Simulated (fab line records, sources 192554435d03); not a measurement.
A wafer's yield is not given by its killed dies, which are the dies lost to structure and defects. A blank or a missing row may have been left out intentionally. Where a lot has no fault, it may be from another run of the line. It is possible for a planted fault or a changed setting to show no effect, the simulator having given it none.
Split-lot experiment    flow n5 finfet    on a route of 1938 steps: 7 lots, 21 wafers read

THE SPLIT
At N5_BEOL_M8_PECVD_70 (deposits SiO2 from TEOS/O2, target thk 20 nm, time 22.7 s), the setting temp c was moved away from the recipe's 400 C on 10 of the 21 wafers read, by -4.0% to +4.3%. For the rest of the wafers, this setting stayed at what the recipe calls for.

FROM THE SPLIT TO THE READING: what the file shows between them, 6 steps
- N5_BEOL_M8_DESCUM_16: chemistry O2, time 7.9 s (also split here: time s)
- N5_BEOL_M8_ETCH_61: etches SiARC in CF4, target depth 45.5 nm, time 75.8 s
- N5_BEOL_M8_ETCH_62: etches SOC in N2/H2, target depth 110 nm, overetch 22 nm, time 165 s (also split here: bias w)
- N5_BEOL_M8_STRIP_68: strips in N2/H2
- N5_BEOL_M8_STRIP_67: strips in CF4
- N5_BEOL_M8_STRIP_80: strips in N2/H2, time 10 s

THE READING
SiO2_of_BEOL_M8_PECVD_70.thk nm (the simulator's own value, which no gauge read), in nm, at N5_BEOL_M8_HM_STRIP_39 (strips TiN in peroxide tin strip, target depth 25 nm, time 158 s). There is no usual value for it anywhere in the file. Here, 11 wafers ran the recipe; their average is 20.0 nm with a standard deviation of 0.29 nm.

wafer   tool, chamber at the split  temp c as run, C  against the recipe  SiO2_of_BEOL_M8_PECVD_70.thk nm, nm  against lot-mates on the recipe
L075.1  pecvd-01, 2                 391.1             -2.2%               20.4                                 +0.4
L075.3  pecvd-01, 2                 391.1             -2.2%               21                                   +1.0
L075.5  pecvd-01, 2                 400               recipe              20                                   -
L078.3  pecvd-03, 0                 417.2             +4.3%               17.4                                 -2.4
L078.4  pecvd-03, 1                 417.2             +4.3%               17.6                                 -2.2
L078.6  pecvd-03, 0                 400               recipe              19.8                                 -
L083.4  pecvd-01, 1,0               400               recipe              20.2                                 -
L083.6  pecvd-01, 1,0               400               recipe              20.2                                 -
L083.5  pecvd-01, 2                 400               recipe              19.8                                 -
L082.1  pecvd-01, 1                 412.1             +3.0%               18.2                                 -1.7
L082.3  pecvd-01, 2                 400               recipe              19.6                                 -
L082.5  pecvd-01, 0                 400               recipe              20.2                                 -
L084.1  pecvd-03, 1                 400               recipe              19.6                                 -
L084.4  pecvd-03, 0                 384.1             -4.0%               21.8                                 +1.9
L084.5  pecvd-03, 2                 400               recipe              20.2                                 -
L087.1  pecvd-01, 2                 387.9             -3.0%               21.6                                 no lot-mate on the recipe
L087.2  pecvd-01, 0                 387.9             -3.0%               21.8                                 no lot-mate on the recipe
L087.4  pecvd-01, 2                 387.9             -3.0%               22                                   no lot-mate on the recipe
L093.1  pecvd-04, 2                 391.2             -2.2%               21.6                                 +1.2
L093.4  pecvd-04, 2                 400               recipe              20.6                                 -
L093.5  pecvd-04, 0                 400               recipe              20.2                                 -
Where a row lists several chambers, the file gives one row for several wafers and doesn't say which wafer went through which chamber.

FIT RESULTS
A straight line over all 21 wafers: SiO2_of_BEOL_M8_PECVD_70.thk nm changes by -0.55 nm for each +1% of temp c; r = -0.97; the points scatter about the line by 0.34 nm.
The same after taking each lot's own level away (the mean of its wafers on the recipe; 18 wafers): -0.498 nm for each +1%; r = -0.97; scatter 0.26 nm.
The reading moves by 2.1 nm for the largest change in temp c, on that fit.
Measured against the standard deviation above, the lots' own levels, which go from 19.80 to 20.40 nm, span 2.0 times it.
Thus the slope moves with the lot-to-lot level: the two fits are different.
Check: for one of the wafers moved furthest among these (+4.3%), held out of the fit, the line's prediction against its lot-mates is -2.14 nm. Against them it came out at -2.4 nm.

ADDITIONAL SPLITS CARRIED BY THESE WAFERS
These wafers also went through other splits before the reading. Each is held against what the fit with the lots' levels taken away leaves over:
other split on the same wafers              wafers away from the commonest value  r with SiO2_of_BEOL_M8_PECVD_70.thk nm (lot level and that fit taken away)
N5_BEOL_M4_ALD_84 co reactant pulse time s  8                                     +0.35
N5_BEOL_M5_COAT_05 spin rpm                 5                                     +0.60
N5_BEOL_M5_ETCH_62 source w                 10                                    -0.13
N5_BEOL_M5_TRENCH_ETCH_37 bias w            5                                     +0.03
N5_BEOL_M5_ETCH_41 source w                 3                                     -0.08
N5_BEOL_M8_DESCUM_16 time s                 9                                     +0.11
N5_BEOL_M8_ETCH_62 bias w                   4                                     +0.12

THE WHOLE CHAIN: every reading that the file lists as answering this split, in the file's order
step                    what it does                                                      reading                                                                           change (the file's fit)                r (the file's)
N5_BEOL_M8_PECVD_70     deposits SiO2 from TEOS/O2, target thk 20 nm, time 22.7 s         SiO2_of_BEOL_M8_PECVD_70.thk nm (the simulator's own value, which no gauge read)  -0.483 nm for each +1% of the setting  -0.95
N5_BEOL_M8_HM_STRIP_39  strips TiN in peroxide tin strip, target depth 25 nm, time 158 s  SiO2_of_BEOL_M8_PECVD_70.thk nm (the simulator's own value, which no gauge read)  -0.503 nm for each +1% of the setting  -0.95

THE FILE'S OWN FIT
SiO2_of_BEOL_M8_PECVD_70.thk nm changes by -0.503 nm for each +1% of temp c, r = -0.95.
